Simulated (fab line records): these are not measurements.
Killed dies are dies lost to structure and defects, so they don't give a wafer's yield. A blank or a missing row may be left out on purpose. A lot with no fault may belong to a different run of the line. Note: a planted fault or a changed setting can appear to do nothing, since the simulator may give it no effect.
Chamber matching :: flow n5-finfet :: 4 sister chambers for N5_HKMG_FIN_STRIP_90 on rie-diel-02
The step strips SOC in N2/H2, time 20 s. 4 wafers are shown with their chamber, then 12 later ones without.

WAFERS PAIRED WITH THEIR CHAMBERS
wafer: L084.5
chamber: 1
showerhead-plenum-p-Torr (Torr): 3.48

wafer: L086.1
chamber: 0
showerhead-plenum-p-Torr (Torr): 3.43

wafer: L090.4
chamber: 2
showerhead-plenum-p-Torr (Torr): 3.32

wafer: L090.6
chamber: 3
showerhead-plenum-p-Torr (Torr): 3.54

WAFERS MISSING THEIR CHAMBER
wafer: L089.1
showerhead-plenum-p-Torr (Torr): 3.54

wafer: L089.4
showerhead-plenum-p-Torr (Torr): 3.32

wafer: L089.6
showerhead-plenum-p-Torr (Torr): 3.42

wafer: L093.1
showerhead-plenum-p-Torr (Torr): 3.32

wafer: L093.5
showerhead-plenum-p-Torr (Torr): 3.53

wafer: L093.6
showerhead-plenum-p-Torr (Torr): 3.42

wafer: L094.2
showerhead-plenum-p-Torr (Torr): 3.32

wafer: L094.3
showerhead-plenum-p-Torr (Torr): 3.53

wafer: L094.5
showerhead-plenum-p-Torr (Torr): 3.42

wafer: L097.2
showerhead-plenum-p-Torr (Torr): 3.53

wafer: L097.3
showerhead-plenum-p-Torr (Torr): 3.31

wafer: L097.6
showerhead-plenum-p-Torr (Torr): 3.47

CHAMBER TAKEN BY EACH
wafer: L089.1
from the rows above: 3
in truth: 3

wafer: L089.4
from the rows above: 2
in truth: 2

wafer: L089.6
from the rows above: 0
in truth: 0

wafer: L093.1
from the rows above: 2
in truth: 2

wafer: L093.5
from the rows above: 3
in truth: 3

wafer: L093.6
from the rows above: 0
in truth: 0

wafer: L094.2
from the rows above: 2
in truth: 2

wafer: L094.3
from the rows above: 3
in truth: 3

wafer: L094.5
from the rows above: 0
in truth: 0

wafer: L097.2
from the rows above: 3
in truth: 3

wafer: L097.3
from the rows above: 2
in truth: 2

wafer: L097.6
from the rows above: 1
in truth: 1
Correct placement for 12 of the 12. Not placeable from these rows: 0. Placed wrongly: 0.
How it was worked out, from the rows above alone: a wafer's distance from a chamber is the root of the sum, over the readings, of the square of ((its reading less the chamber's mean) divided by the reading's scatter). If the next closest chamber is less than 2 further off than the closest, the wafer can't be placed; otherwise it belongs to the closest. For every chamber, the mean is computed from those of its wafers that are shown. The scatter (one wafer shown for each chamber): square how far every hidden wafer sits from the nearest shown wafer, average those squares and take the square root.
